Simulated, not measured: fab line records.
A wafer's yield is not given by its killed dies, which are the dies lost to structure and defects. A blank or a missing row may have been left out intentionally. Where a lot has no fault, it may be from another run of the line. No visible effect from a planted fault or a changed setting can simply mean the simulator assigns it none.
Chamber matching	flow nand-harc	NHARC_P_M2_DESCUM_14 on rie-diel-10 has 4 sister chambers
The step chemistry O2, time 3 s. 7 wafers are shown with their chamber, then 7 later ones without.

## WAFERS, EACH WITH ITS CHAMBER
wafer	chamber	drypump-motor-current-A (A)	oes-product-au (a.u.)
L076.2	1	6.2	1.014
L082.3	0	5.3	1.005
L082.4	3	5.9	1.003
L084.2	0	5.3	1.001
L084.6	2	5.9	0.980
L089.3	3	5.9	1.004
L089.4	2	6.0	0.979

## WAFERS WITHOUT THEIR CHAMBER
wafer	drypump-motor-current-A (A)	oes-product-au (a.u.)
L089.5	6.0	0.983
L091.1	5.9	0.991
L091.3	5.9	0.999
L091.4	6.2	0.998
L097.1	5.9	0.999
L097.4	5.3	1.013
L097.5	6.2	0.993

## CHAMBER TAKEN BY EACH
wafer	from the rows above	in truth
L089.5	2	2
L091.1	can't be placed: 2 or 3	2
L091.3	3	3
L091.4	can't be placed: 3 or 1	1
L097.1	3	3
L097.4	0	0
L097.5	can't be placed: 3 or 2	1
Placed correctly: 4 of 7. These rows do not allow placing 3 (true chamber among the candidates in 2). 0 placed wrongly.
How it was worked out, from the rows above alone: a wafer's distance from a chamber is the root of the sum, over the readings, of the square of ((its reading less the chamber's mean) divided by the reading's scatter). The wafer belongs to the nearest chamber; if the next one is less than 2 further off, it can't be placed. A chamber's mean is the mean of its shown wafers. The scatter is the square root of a quotient: the sum, over the shown wafers, of each reading's squared deviation from its chamber's mean, divided by wafers minus chambers.
